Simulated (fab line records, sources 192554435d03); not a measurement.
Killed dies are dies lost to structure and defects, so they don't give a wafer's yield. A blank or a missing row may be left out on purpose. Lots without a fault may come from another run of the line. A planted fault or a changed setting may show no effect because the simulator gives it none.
Split-lot experiment | flow n5_finfet | 7 lots, 21 wafers read, on a route of 1938 steps

THE SPLIT
At N5_GATE_CUT_HM_DEP_46 (deposits SiO2 from TEOS/O2, target thk 130 nm, time 26.6 s), the setting time_s was moved away from the recipe's 26.6 s on 7 of the 21 wafers read, by -7.3% to +12.5%. The other wafers ran this setting at the recipe's value.

FROM THE SPLIT TO THE READING: what the file shows between them, 9 steps
- N5_GATE_CUT_COAT_34: time 60 s, resist thk 60 nm
- N5_GATE_CUT_COAT_35: time 60 s, resist thk 10 nm
- N5_GATE_CUT_STRIP_38: strips in N2/H2
- N5_GATE_CUT_STRIP_39: strips in N2/H2
- N5_GATE_CUT_HM_OPEN_40: chemistry C4F6/O2, target SiO2, target depth 139 nm, time 85.1 s
- N5_GATE_CUT_STRIP_41: strips in CF4
- N5_GATE_CUT_STRIP_42: strips in O2
- N5_GATE_CUT_ALD_22: deposits SiNx, target thk 16 nm, pulse time 1 s, ald cycles 320
- N5_GATE_CUT_CMP_23: polishes, stops on SiO2, t overpolish 23.4 s, target thk 16 nm

THE READING
GC_FILL_THK, in nm, at N5_GATE_CUT_THK_MEAS_24. Fault-free wafers of this fab line usually give 221.2 nm, standard deviation 2.1 nm.

wafer  | tool, chamber at the split | time_s as run, s | against the recipe | GC_FILL_THK, nm | against lot-mates on the recipe
L075.1 | pecvd-01, 1                | 24.66            | -7.3%              | 206.8           | no lot-mate on the recipe
L075.3 | pecvd-01, 2                | 24.66            | -7.3%              | 212.6           | no lot-mate on the recipe
L075.5 | pecvd-01, 2                | 24.66            | -7.3%              | 215.6           | no lot-mate on the recipe
L081.1 | pecvd-01, 0                | 26.6             | recipe             | 220.4           | -
L081.2 | pecvd-01, 1                | 26.6             | recipe             | 218.6           | -
L081.5 | pecvd-01, 1                | 29.93            | +12.5%             | 238.1           | +18.6
L085.1 | pecvd-02, 2                | 26.6             | recipe             | 218.2           | -
L085.2 | pecvd-02, 1                | 26.6             | recipe             | 220.7           | -
L085.5 | pecvd-02, 0                | 26.6             | recipe             | 221.4           | -
L086.2 | pecvd-04, 0                | 26.6             | recipe             | 221.0           | -
L086.3 | pecvd-04, 1                | 26.6             | recipe             | 221.8           | -
L086.5 | pecvd-04, 0                | 26.6             | recipe             | 222.6           | -
L090.1 | pecvd-04, 2                | 26.6             | recipe             | 218.1           | -
L090.3 | pecvd-04, 0                | 26.6             | recipe             | 218.4           | -
L090.5 | pecvd-04, 0                | 26.6             | recipe             | 222.6           | -
L093.2 | pecvd-01, 2                | 26.6             | recipe             | 220.8           | -
L093.4 | pecvd-01, 2                | 29.04            | +9.2%              | 234.7           | +13.8
L093.6 | pecvd-01, 1                | 26.6             | recipe             | 221.0           | -
L096.1 | pecvd-02, 2                | 26.6             | recipe             | 217.9           | -
L096.2 | pecvd-02, 0                | 25.09            | -5.7%              | 214.2           | -3.7
L096.3 | pecvd-02, 0                | 25.09            | -5.7%              | 213.3           | -4.6

THE FIT
A straight line over all 21 wafers: GC_FILL_THK changes by +1.34 nm for each +1% of time_s; r = +0.95; the points scatter about the line by 2.1 nm.
The same after taking each lot's own level away (the mean of its wafers on the recipe; 18 wafers): +1.31 nm for each +1%; r = +0.96; scatter 1.7 nm.
On that fit, the largest move of time_s shifts the reading by 16 nm.
The lots' own levels span 217.90 to 221.80 nm, that is 1.9 times the standard deviation above.
So the lot-to-lot level changes the slope little: the two slopes agree.
Check: with one of the wafers moved furthest among these (+12.5%) left out of the fit, the line predicts +15.2 nm for it against its lot-mates. It came out at +18.6 nm against them.

OTHER SPLITS ON THESE WAFERS
These wafers also went through other splits before the reading. Each is held against what the fit with the lots' levels taken away leaves over:
other split on the same wafers | wafers away from the commonest value | r with GC_FILL_THK (lot level and that fit taken away)
N5_FIN_CUT_COAT_19 spin_rpm    | 10                                   | +0.16
N5_DUMMY_GATE_CVD_03 temp_c    | 12                                   | -0.32
N5_SDB_CUT_ETCH_26 icp_w       | 7                                    | -0.11
N5_HKMG_FIN_ETCH_58 bias_w     | 7                                    | +0.03

THE WHOLE CHAIN: every reading that the file lists as answering this split, in the file's order
step                    | what it does                                                     | reading                                                                            | change (the file's fit)                | r (the file's)
N5_GATE_CUT_HM_DEP_46   | deposits SiO2 from TEOS/O2, target thk 130 nm, time 26.6 s       | SiO2_of_GATE_CUT_HM_DEP_46.thk_nm (the simulator's own value, which no gauge read) | +1.24 nm for each +1% of the setting   | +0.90
N5_GATE_CUT_HM_OPEN_40  | chemistry C4F6/O2, target SiO2, target depth 139 nm, time 85.1 s | etch.depth_nm (the simulator's own value, which no gauge read)                     | +1.23 nm for each +1% of the setting   | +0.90
N5_GATE_CUT_HM_OPEN_40  | chemistry C4F6/O2, target SiO2, target depth 139 nm, time 85.1 s | SOC_of_GATE_CUT_COAT_34.thk_nm (the simulator's own value, which no gauge read)    | -0.284 nm for each +1% of the setting  | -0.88
N5_GATE_CUT_THK_MEAS_24 |                                                                  | GC_FILL_THK                                                                        | +1.4 for each +1% of the setting       | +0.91
N5_GATE_CUT_CMP_43      | polishes SiO2                                                    | SiO2_of_GATE_CUT_HM_DEP_46.thk_nm (the simulator's own value, which no gauge read) | +0.0589 nm for each +1% of the setting | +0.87

THE FILE'S OWN FIT
GC_FILL_THK changes by +1.4 nm for each +1% of time_s, r = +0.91.
